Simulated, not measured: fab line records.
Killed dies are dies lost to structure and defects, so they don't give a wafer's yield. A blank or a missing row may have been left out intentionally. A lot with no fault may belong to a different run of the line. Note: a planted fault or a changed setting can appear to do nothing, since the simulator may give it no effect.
Split-lot study || flow n5_finfet || 21 wafers read from 7 lots, route of 1938 steps

== ON THE SPLIT ==
At N5_BEOL_M13_COAT_65 (time 60 s, resist thk 350 nm), the setting spin_rpm was moved away from the recipe's 1500 rpm on 6 of the 21 wafers read, by -10.7% to +11.1%. For the rest of the wafers, this setting stayed at what the recipe calls for.

The reading is taken at the split's own step.

== THE READING ==
SOC_of_BEOL_M13_COAT_65.thk_nm (the simulator's own value, which no gauge read), in nm, at N5_BEOL_M13_COAT_65 (time 60 s, resist thk 350 nm). No usual value for it is given in the file. Average 349.8 nm, standard deviation 0.85 nm, over the 15 wafers here run with the recipe.

{"wafer": "L075.1", "tool, chamber at the split": "litho_track-01, 0", "spin_rpm as run, rpm": 1339, "against the recipe": "-10.7%", "SOC_of_BEOL_M13_COAT_65.thk_nm, nm": 369.2, "against lot-mates on the recipe": "+19.1"}
{"wafer": "L075.4", "tool, chamber at the split": "litho_track-01, 0", "spin_rpm as run, rpm": 1500, "against the recipe": "recipe", "SOC_of_BEOL_M13_COAT_65.thk_nm, nm": 349.8, "against lot-mates on the recipe": "-"}
{"wafer": "L075.5", "tool, chamber at the split": "litho_track-01, 0", "spin_rpm as run, rpm": 1500, "against the recipe": "recipe", "SOC_of_BEOL_M13_COAT_65.thk_nm, nm": 350.4, "against lot-mates on the recipe": "-"}
{"wafer": "L080.3", "tool, chamber at the split": "litho_track-03, 0", "spin_rpm as run, rpm": 1500, "against the recipe": "recipe", "SOC_of_BEOL_M13_COAT_65.thk_nm, nm": 348.6, "against lot-mates on the recipe": "-"}
{"wafer": "L080.4", "tool, chamber at the split": "litho_track-03, 0", "spin_rpm as run, rpm": 1652, "against the recipe": "+10.1%", "SOC_of_BEOL_M13_COAT_65.thk_nm, nm": 333.2, "against lot-mates on the recipe": -16.4}
{"wafer": "L080.6", "tool, chamber at the split": "litho_track-03, 0", "spin_rpm as run, rpm": 1500, "against the recipe": "recipe", "SOC_of_BEOL_M13_COAT_65.thk_nm, nm": 350.6, "against lot-mates on the recipe": "-"}
{"wafer": "L085.4", "tool, chamber at the split": "litho_track-04, 0", "spin_rpm as run, rpm": 1500, "against the recipe": "recipe", "SOC_of_BEOL_M13_COAT_65.thk_nm, nm": 350.8, "against lot-mates on the recipe": "-"}
{"wafer": "L085.5", "tool, chamber at the split": "litho_track-04, 0", "spin_rpm as run, rpm": 1500, "against the recipe": "recipe", "SOC_of_BEOL_M13_COAT_65.thk_nm, nm": 349.2, "against lot-mates on the recipe": "-"}
{"wafer": "L085.6", "tool, chamber at the split": "litho_track-04, 0", "spin_rpm as run, rpm": 1500, "against the recipe": "recipe", "SOC_of_BEOL_M13_COAT_65.thk_nm, nm": 350, "against lot-mates on the recipe": "-"}
{"wafer": "L083.3", "tool, chamber at the split": "litho_track-01, 0", "spin_rpm as run, rpm": 1500, "against the recipe": "recipe", "SOC_of_BEOL_M13_COAT_65.thk_nm, nm": 348.8, "against lot-mates on the recipe": "-"}
{"wafer": "L083.5", "tool, chamber at the split": "litho_track-01, 0", "spin_rpm as run, rpm": 1606, "against the recipe": "+7.1%", "SOC_of_BEOL_M13_COAT_65.thk_nm, nm": 336.8, "against lot-mates on the recipe": -12.0}
{"wafer": "L083.6", "tool, chamber at the split": "litho_track-01, 0", "spin_rpm as run, rpm": 1606, "against the recipe": "+7.1%", "SOC_of_BEOL_M13_COAT_65.thk_nm, nm": 337.8, "against lot-mates on the recipe": -11.0}
{"wafer": "L084.1", "tool, chamber at the split": "litho_track-04, 0", "spin_rpm as run, rpm": 1500, "against the recipe": "recipe", "SOC_of_BEOL_M13_COAT_65.thk_nm, nm": 348.4, "against lot-mates on the recipe": "-"}
{"wafer": "L084.2", "tool, chamber at the split": "litho_track-04, 0", "spin_rpm as run, rpm": 1500, "against the recipe": "recipe", "SOC_of_BEOL_M13_COAT_65.thk_nm, nm": 349.2, "against lot-mates on the recipe": "-"}
{"wafer": "L084.5", "tool, chamber at the split": "litho_track-04, 0", "spin_rpm as run, rpm": 1500, "against the recipe": "recipe", "SOC_of_BEOL_M13_COAT_65.thk_nm, nm": 348.8, "against lot-mates on the recipe": "-"}
{"wafer": "L090.2", "tool, chamber at the split": "litho_track-03, 0", "spin_rpm as run, rpm": 1667, "against the recipe": "+11.1%", "SOC_of_BEOL_M13_COAT_65.thk_nm, nm": 331.2, "against lot-mates on the recipe": -19.4}
{"wafer": "L090.3", "tool, chamber at the split": "litho_track-03, 0", "spin_rpm as run, rpm": 1500, "against the recipe": "recipe", "SOC_of_BEOL_M13_COAT_65.thk_nm, nm": 350.6, "against lot-mates on the recipe": "-"}
{"wafer": "L090.6", "tool, chamber at the split": "litho_track-03, 0", "spin_rpm as run, rpm": 1667, "against the recipe": "+11.1%", "SOC_of_BEOL_M13_COAT_65.thk_nm, nm": 332, "against lot-mates on the recipe": -18.6}
{"wafer": "L092.1", "tool, chamber at the split": "litho_track-01, 0", "spin_rpm as run, rpm": 1500, "against the recipe": "recipe", "SOC_of_BEOL_M13_COAT_65.thk_nm, nm": 349.6, "against lot-mates on the recipe": "-"}
{"wafer": "L092.2", "tool, chamber at the split": "litho_track-01, 0", "spin_rpm as run, rpm": 1500, "against the recipe": "recipe", "SOC_of_BEOL_M13_COAT_65.thk_nm, nm": 350.8, "against lot-mates on the recipe": "-"}
{"wafer": "L092.4", "tool, chamber at the split": "litho_track-01, 0", "spin_rpm as run, rpm": 1500, "against the recipe": "recipe", "SOC_of_BEOL_M13_COAT_65.thk_nm, nm": 350.8, "against lot-mates on the recipe": "-"}

FIT RESULTS
A straight line over all 21 wafers: SOC_of_BEOL_M13_COAT_65.thk_nm changes by -1.7 nm for each +1% of spin_rpm; r = -0.99; the points scatter about the line by 0.88 nm.
The same after taking each lot's own level away (the mean of its wafers on the recipe; 21 wafers): -1.7 nm for each +1%; r = -1.00; scatter 0.62 nm.
On that fit, the largest move of spin_rpm shifts the reading by 19 nm.
Across the lots, their own levels run from 348.80 to 350.60 nm, a range of 2.1 times the standard deviation given above.
The two slopes agree, so the slope changes little with the lot-to-lot level.
Check: for one of the wafers moved furthest among these (+11.1%), held out of the fit, the line's prediction against its lot-mates is -18.6 nm. Against them it came out at -19.4 nm.

== ADDITIONAL SPLITS CARRIED BY THESE WAFERS ==
Other splits were also applied to these wafers ahead of the reading. Each is held against what the fit with the lots' levels taken away leaves over:
{"other split on the same wafers": "N5_BEOL_M8_DESCUM_33 time_s", "wafers away from the commonest value": 6, "r with SOC_of_BEOL_M13_COAT_65.thk_nm (lot level and that fit taken away)": -0.22}
{"other split on the same wafers": "N5_BEOL_M9_DESCUM_16 time_s", "wafers away from the commonest value": 7, "r with SOC_of_BEOL_M13_COAT_65.thk_nm (lot level and that fit taken away)": -0.12}
{"other split on the same wafers": "N5_BEOL_M9_COAT_63 spin_rpm", "wafers away from the commonest value": 7, "r with SOC_of_BEOL_M13_COAT_65.thk_nm (lot level and that fit taken away)": "+0.18"}
{"other split on the same wafers": "N5_BEOL_M10_VIA_ETCH_34 bias_w", "wafers away from the commonest value": 6, "r with SOC_of_BEOL_M13_COAT_65.thk_nm (lot level and that fit taken away)": "+0.02"}
{"other split on the same wafers": "N5_BEOL_M10_ETCH_41 source_w", "wafers away from the commonest value": 8, "r with SOC_of_BEOL_M13_COAT_65.thk_nm (lot level and that fit taken away)": "+0.04"}
{"other split on the same wafers": "N5_BEOL_M11_COAT_05 spin_rpm", "wafers away from the commonest value": 7, "r with SOC_of_BEOL_M13_COAT_65.thk_nm (lot level and that fit taken away)": "+0.00"}
{"other split on the same wafers": "N5_BEOL_M11_ETCH_62 bias_w", "wafers away from the commonest value": 8, "r with SOC_of_BEOL_M13_COAT_65.thk_nm (lot level and that fit taken away)": "+0.05"}
{"other split on the same wafers": "N5_BEOL_M12_ETCH_59 bias_w", "wafers away from the commonest value": 3, "r with SOC_of_BEOL_M13_COAT_65.thk_nm (lot level and that fit taken away)": -0.17}

== FILE'S OWN FIT ==
SOC_of_BEOL_M13_COAT_65.thk_nm changes by -1.69 nm for each +1% of spin_rpm, r = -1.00.
